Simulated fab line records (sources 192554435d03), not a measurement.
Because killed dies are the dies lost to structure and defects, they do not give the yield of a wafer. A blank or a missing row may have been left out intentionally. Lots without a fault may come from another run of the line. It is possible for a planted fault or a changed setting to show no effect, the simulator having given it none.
Matching of chambers -- flow n5_finfet -- N5_DUMMY_REMOVAL_HM_STRIP_01 on rie_diel-04 has 4 sister chambers
The step strips SiNx in CH3F/O2, stops on poly-Si, target depth 4 nm, time 6.8 s. 18 wafers are shown with their chamber, then 9 later ones without.

== WAFERS WITH THEIR CHAMBER ==
wafer,chamber,showerhead_plenum_p_Torr (Torr),drypump_motor_current_A (A),throttle_valve_pct (%)
L079.2,2,1.92,5.7,16.28
L079.3,1,1.98,5.0,16.55
L079.6,1,1.98,5.0,16.56
L080.3,3,2.08,5.4,16.42
L080.5,0,1.97,5.7,16.19
L080.6,3,2.08,5.4,16.41
L082.1,1,1.97,5.0,16.56
L082.4,0,1.97,5.6,16.20
L082.5,1,1.97,5.0,16.57
L083.1,1,1.97,5.0,16.57
L083.2,3,2.08,5.4,16.42
L083.3,0,1.97,5.7,16.22
L085.1,3,2.08,5.4,16.41
L085.3,0,1.97,5.7,16.22
L085.6,2,1.92,5.7,16.28
L086.1,2,1.92,5.7,16.30
L086.3,1,1.97,5.0,16.57
L086.4,0,1.97,5.7,16.21

SIGNATURES (averages over the wafers above)
reading,chamber 0,chamber 1,chamber 2,chamber 3,scatter within a chamber
showerhead_plenum_p_Torr,1.9700,1.9733,1.9200,2.0800,0.00309
drypump_motor_current_A,5.680,5.000,5.700,5.400,0.0239
throttle_valve_pct,16.2080,16.5633,16.2867,16.4150,0.00993
Rule: for each reading, subtract the chamber's mean from the wafer's reading, divide by that reading's scatter and square the result; add these up over the readings and take the root, which gives the wafer's distance from the chamber. The wafer belongs to the nearest chamber; if the next one is less than 2 further off, it can't be placed. The scatter is the square root of a quotient: the sum, over the shown wafers, of each reading's squared deviation from its chamber's mean, divided by wafers minus chambers.

== WAFERS WHOSE CHAMBER IS MISSING ==
wafer,showerhead_plenum_p_Torr (Torr),drypump_motor_current_A (A),throttle_valve_pct (%)
L088.3,2.08,5.4,16.45
L088.4,1.97,5.6,16.23
L088.5,1.97,5.6,16.23
L094.3,2.07,5.4,16.46
L094.4,1.97,5.7,16.25
L094.5,2.07,5.4,16.48
L096.2,1.91,5.7,16.31
L096.3,1.96,5.6,16.25
L096.4,1.97,5.0,16.58

== WHICH CHAMBER EACH ONE RAN IN ==
wafer,from the rows above,in truth
L088.3,3,3
L088.4,0,0
L088.5,0,0
L094.3,3,3
L094.4,0,0
L094.5,3,3
L096.2,2,2
L096.3,0,0
L096.4,1,1
Placed correctly: 9 of 9. Number that these rows cannot place: 0. Placed wrongly: 0.
